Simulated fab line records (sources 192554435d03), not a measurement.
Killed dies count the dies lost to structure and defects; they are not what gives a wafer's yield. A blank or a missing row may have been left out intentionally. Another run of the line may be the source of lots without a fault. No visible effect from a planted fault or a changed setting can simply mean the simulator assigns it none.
Chamber matching -- flow n5Finfet -- N5_BEOL_M3_DESCUM_33 on rieDiel-05 has 4 sister chambers
The step chemistry O2, time 7 s. 4 wafers are shown with their chamber, then 12 later ones without.

## EACH WAFER AND ITS CHAMBER
wafer,chamber,drypumpMotorCurrentA (A)
L082.5,1,5.3
L083.2,0,6.4
L087.1,3,5.3
L087.5,2,5.4

## WAFERS MISSING THEIR CHAMBER
wafer,drypumpMotorCurrentA (A)
L089.1,5.3
L089.2,5.4
L089.4,5.3
L093.1,5.5
L093.4,5.4
L093.6,6.4
L094.1,5.3
L094.2,5.3
L094.3,6.3
L097.1,5.4
L097.3,5.3
L097.6,5.3

## THE CHAMBER EACH PASSED THROUGH
wafer,from the rows above,in truth
L089.1,can't be placed: 1 or 3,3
L089.2,2,2
L089.4,can't be placed: 1 or 3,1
L093.1,2,2
L093.4,2,2
L093.6,0,0
L094.1,can't be placed: 1 or 3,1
L094.2,can't be placed: 1 or 3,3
L094.3,0,0
L097.1,2,2
L097.3,can't be placed: 1 or 3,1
L097.6,can't be placed: 1 or 3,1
Placed correctly: 6 of 12. These rows do not allow placing 6 (true chamber among the candidates in 6). Number placed wrongly: 0.
How it was worked out, from the rows above alone: a wafer's distance from a chamber is the root of the sum, over the readings, of the square of ((its reading less the chamber's mean) divided by the reading's scatter). If the next closest chamber is less than 2 further off than the closest, the wafer can't be placed; otherwise it belongs to the closest. For every chamber, the mean is computed from those of its wafers that are shown. The scatter: with one shown wafer a chamber, the root of the mean of the squares of how far each hidden wafer lies from its nearest shown one.
